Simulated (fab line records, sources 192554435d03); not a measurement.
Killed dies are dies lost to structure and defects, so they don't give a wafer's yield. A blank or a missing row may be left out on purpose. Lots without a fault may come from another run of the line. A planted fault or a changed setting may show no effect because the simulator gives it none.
Chamber matching | flow n5_finfet | N5_PMOS_HMC_CHANNEL_EPI_STRIP_33 on rie_diel-06: 4 sister chambers
The step strips in N2/H2. 18 wafers are shown with their chamber, then 9 later ones without.

WAFERS WITH THEIR CHAMBER
wafer  | chamber | showerhead_plenum_p_Torr (Torr) | drypump_motor_current_A (A) | throttle_valve_pct (%)
L075.3 | 1       | 3.50                            | 6.0                         | 19.4
L075.4 | 2       | 3.42                            | 5.0                         | 18.7
L075.6 | 0       | 3.53                            | 5.3                         | 19.1
L081.2 | 1       | 3.49                            | 6.0                         | 19.4
L081.5 | 1       | 3.49                            | 6.0                         | 19.4
L081.6 | 2       | 3.42                            | 5.0                         | 18.7
L084.2 | 0       | 3.52                            | 5.4                         | 19.1
L084.3 | 3       | 3.18                            | 4.9                         | 18.9
L084.6 | 2       | 3.41                            | 5.0                         | 18.7
L085.1 | 3       | 3.18                            | 4.9                         | 19.0
L085.3 | 1       | 3.49                            | 6.0                         | 19.4
L085.4 | 2       | 3.41                            | 5.1                         | 18.7
L086.2 | 1       | 3.48                            | 6.0                         | 19.4
L086.4 | 0       | 3.52                            | 5.3                         | 19.1
L086.6 | 1       | 3.48                            | 6.0                         | 19.4
L087.3 | 3       | 3.18                            | 4.9                         | 18.9
L087.5 | 2       | 3.41                            | 5.0                         | 18.8
L087.6 | 3       | 3.18                            | 4.9                         | 19.0

SIGNATURES (means of the wafers above)
reading                  | chamber 0 | chamber 1 | chamber 2 | chamber 3 | scatter within a chamber
showerhead_plenum_p_Torr | 3.5233    | 3.4883    | 3.4140    | 3.1800    | 0.00579
drypump_motor_current_A  | 5.333     | 6.000     | 5.020     | 4.900     | 0.0324
throttle_valve_pct       | 19.100    | 19.400    | 18.720    | 18.950    | 0.0359
Rule: a wafer's distance from a chamber is the root of the sum, over the readings, of the square of ((its reading less the chamber's mean) divided by the reading's scatter). The wafer belongs to the nearest chamber; if the next one is less than 2 further off, it can't be placed. The scatter: the root of (the sum of the squares of (reading less its chamber's mean) over the shown wafers, divided by (wafers less chambers)).

WAFERS WITHOUT THEIR CHAMBER
wafer  | showerhead_plenum_p_Torr (Torr) | drypump_motor_current_A (A) | throttle_valve_pct (%)
L088.1 | 3.41                            | 5.0                         | 18.8
L088.5 | 3.18                            | 4.9                         | 18.9
L088.6 | 3.41                            | 5.0                         | 18.7
L093.1 | 3.17                            | 4.9                         | 19.0
L093.3 | 3.48                            | 6.0                         | 19.4
L093.4 | 3.51                            | 5.3                         | 19.1
L096.4 | 3.17                            | 4.9                         | 19.0
L096.5 | 3.51                            | 5.3                         | 19.2
L096.6 | 3.17                            | 4.9                         | 19.0

WHICH CHAMBER EACH WENT THROUGH
wafer  | from the rows above | in truth
L088.1 | 2                   | 2
L088.5 | 3                   | 3
L088.6 | 2                   | 2
L093.1 | 3                   | 3
L093.3 | 1                   | 1
L093.4 | 0                   | 0
L096.4 | 3                   | 3
L096.5 | 0                   | 0
L096.6 | 3                   | 3
Placed correctly: 9 of 9. Can't be placed from these rows: 0. Placed wrongly: 0.
